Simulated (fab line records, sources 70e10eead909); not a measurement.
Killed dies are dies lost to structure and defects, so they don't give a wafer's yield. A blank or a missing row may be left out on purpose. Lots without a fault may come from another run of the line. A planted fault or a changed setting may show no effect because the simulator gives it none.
Chamber matching | flow nand_harc | NHARC_A_SLIT_DEP_25 on pecvd-02: 3 sister chambers
The step deposits SiO2, target thk 200 nm. 6 wafers are shown with their chamber, then 7 later ones without.

WAFERS WITH THEIR CHAMBER
wafer  | chamber | throttle_valve_pct (%) | heater_power_w (W)
L078.3 | 1       | 16.4                   | 425
L078.4 | 0       | 15.8                   | 588
L083.4 | 0       | 16.1                   | 597
L083.5 | 2       | 15.3                   | 606
L086.1 | 2       | 15.4                   | 587
L086.3 | 1       | 16.9                   | 469

WAFERS WITHOUT THEIR CHAMBER
wafer  | throttle_valve_pct (%) | heater_power_w (W)
L086.4 | 16.0                   | 567
L093.1 | 16.4                   | 495
L093.4 | 15.2                   | 515
L093.5 | 16.3                   | 589
L094.1 | 16.4                   | 418
L094.4 | 15.2                   | 642
L094.6 | 16.0                   | 577

WHICH CHAMBER EACH WENT THROUGH
wafer  | from the rows above     | in truth
L086.4 | can't be placed: 0 or 2 | 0
L093.1 | 1                       | 1
L093.4 | can't be placed: 2 or 0 | 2
L093.5 | 0                       | 0
L094.1 | 1                       | 1
L094.4 | can't be placed: 2 or 0 | 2
L094.6 | 0                       | 0
Placed correctly: 4 of 7. Can't be placed from these rows: 3 (the true chamber is among the candidates in 3). Placed wrongly: 0.
How it was worked out, from the rows above alone: a wafer's distance from a chamber is the root of the sum, over the readings, of the square of ((its reading less the chamber's mean) divided by the reading's scatter). The wafer belongs to the nearest chamber; if the next one is less than 2 further off, it can't be placed. A chamber's mean is the mean of its shown wafers. The scatter: the root of (the sum of the squares of (reading less its chamber's mean) over the shown wafers, divided by (wafers less chambers)).
